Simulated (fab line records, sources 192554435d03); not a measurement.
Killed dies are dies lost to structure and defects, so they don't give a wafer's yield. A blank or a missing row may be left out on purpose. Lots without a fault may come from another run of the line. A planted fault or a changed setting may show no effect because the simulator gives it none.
A struck lot beside a sound one | flow n5_finfet | 36 steps out of a route of 1938
Sound: wafers L460.1, L460.2, L460.4. Struck: wafer L450.6. (L450.4 of the same lot was not struck and is left out.) The cause comes at the end.
At each step with rows: each side's tool, then ch and its chambers, then its first start. Under that, the readings that differ: sound wafers | struck wafers | difference of the means | sigmas: that difference in standard deviations of wafers without a fault.
alike: readings whose means differ by less than 2 such deviations, and words and numbers that are the same on both sides. not compared: withheld readings, readings that some wafer has no value for, bounds like >300 that may hide the same value, and numbers for which the record gives no deviation and whose values overlap.
The two part at a step that has a row with sigmas, a row that says differs or no value, or rows on one side only. Numbers that don't overlap but have no deviation are shown without sigmas and don't part them. A reading that every wafer of one side lacks parts them only if that side has two wafers or more.

first, 9 steps without rows for these wafers: N5_SD_EPI_N_DEVELOP_08 (develop time 30 s); N5_SD_EPI_N_DESCUM_14 (chemistry O2, time 7.9 s); N5_SD_EPI_N_ETCH_34 (etches SiARC in CF4, target depth 45.5 nm, time 75.8 s); N5_SD_EPI_N_ETCH_35 (etches SOC in N2/H2, overetch 108 nm, time 486 s); N5_SD_EPI_N_STRIP_36 (strips in N2/H2); N5_SD_EPI_N_ETCHBACK_44 (etches SiNx in CH3F/O2, stops on SiO2, target depth 14.5 nm); N5_SD_EPI_N_ETCH_45 (etches SiOCN in CH3F/O2, target depth 6 nm); N5_SD_EPI_N_ETCH_16 (etches SiO2 in CHF3/O2, target depth 5 nm); N5_SD_EPI_N_STRIP_47 (strips in CHF3/O2).
N5_SD_EPI_N_SD_RECESS_17: chemistry HBr/Cl2/O2, target depth 41 nm, time 23.7 s, bt time 3 s.
  sound on rie_si-03 ch 0,1,2, day 8 19:28; struck on rie_si-03 ch 2, day 6 10:38
  reading                                 | sound            | struck | difference | sigmas
  model.etch.depth_nm (nm)                | 41.47 42.3 41.49 | 45.09  | +3.34      |
  model.SD_EPI_N.feature_depth_nm (nm)    | 41.4 42.2 41.4   | 45     | +3         |
  model.Si_of_WELL_APT_EPI_41.thk_nm (nm) | 7.4 6.6 8        | 4.8    | -2.5       |
  alike: drypump_motor_current_A, oes_product_au, throttle_valve_pct
  not compared: rf_hours_counter_h
then, 2 steps without rows for these wafers: N5_SD_EPI_N_STRIP_38 (strips in N2/H2); N5_SD_EPI_N_WET_ETCH_43 (etches SiO2 in dHF, time 14 s, target depth 1.5 nm).
N5_SD_EPI_N_STRIP_18: strips in SPM, time 750 s.
  sound on wet_bench-05 ch 1,2,5, day 8 19:39; struck on wet_bench-02 ch 1, day 6 10:49
  reading                                 | sound     | struck | difference | sigmas
  model.Si_of_WELL_APT_EPI_41.thk_nm (nm) | 7 6.4 7.6 | 4.6    | -2.4       |
then, 21 steps without rows for these wafers: N5_SD_EPI_N_SRD_20 (time 30 s); N5_SD_EPI_N_PRECLEAN_48 (cleans in NF3:NH3, afs cycles 2, time 20 s, sublimation time 60 s); N5_SD_EPI_N_VAPOR_ETCH_50 (etches Si in HCl, time 54 s); N5_SD_EPI_N_EPI_21 (deposits Si:P, time 690 s); N5_SD_EPI_N_PRECLEAN_24 (cleans in O3/DIW, time 60 s); N5_SD_EPI_N_SRD_25 (time 30 s); N5_SD_EPI_N_PRECLEAN_49 (cleans in NF3:NH3, afs cycles 1, time 20 s, sublimation time 60 s); N5_SD_EPI_N_LINER_46 (material SiNx, target thk 3 nm); N5_SD_EPI_P_COAT_34 (time 60 s, resist thk 350 nm); N5_SD_EPI_P_COAT_35 (time 60 s, resist thk 35 nm); N5_SD_EPI_P_COAT_03 (resist thk 150 nm); N5_SD_EPI_P_EBR_05; N5_SD_EPI_P_SOFTBAKE_04 (time 60 s); N5_SD_EPI_P_EXPOSE_06 (exposes mask SD P BLK, target cd 240 nm); N5_SD_EPI_P_PEB_07 (peb time 60 s); N5_SD_EPI_P_DEVELOP_08 (develop time 30 s); N5_SD_EPI_P_DESCUM_14 (chemistry O2, time 7.9 s); N5_SD_EPI_P_ETCH_36 (etches SiARC in CF4, target depth 45.5 nm, time 75.8 s); N5_SD_EPI_P_ETCH_37 (etches SOC in N2/H2, overetch 108 nm, time 486 s); N5_SD_EPI_P_STRIP_38 (strips in N2/H2); N5_SD_EPI_P_ETCHBACK_46 (etches SiNx in CH3F/O2, stops on SiO2, target depth 17.5 nm).
-- the record jumps here: 6 days lie between the struck wafers' starts before and after (it left off in module SD_EPI_P and takes up again in module BEOL_M4, whose first step shown is number 1111 of the route) --
N5_BEOL_M4_RC_MEAS_101:
  sound on prober-02 ch 0, day 13 22:07; struck on prober-02 ch 0, day 12 13:07
  reading       | sound          | struck | difference | sigmas
  SS_N (mV/dec) | 70.9 70.7 72.7 | 74.7   | +3.3       | +5
  alike: CJ_N, DIBL_N, DIBL_P, IOFF_N, IOFF_N_85C, IOFF_P, ION_N, ION_P, SS_P, VT_N, VT_P
-- the record jumps here: 4 days lie between the struck wafers' starts before and after (it left off in module BEOL_M4 and takes up again in module PASSIVATION, whose first step shown is number 1936 of the route) --
N5_PASSIVATION_PROBE_49:
  the record has rows for the struck wafers here (prober-01, day 16 20:10) and none for the sound ones

WHERE THEY PART
First at N5_BEOL_M4_RC_MEAS_101; last, within this record, at N5_PASSIVATION_PROBE_49.

WHY: what the simulator had put in
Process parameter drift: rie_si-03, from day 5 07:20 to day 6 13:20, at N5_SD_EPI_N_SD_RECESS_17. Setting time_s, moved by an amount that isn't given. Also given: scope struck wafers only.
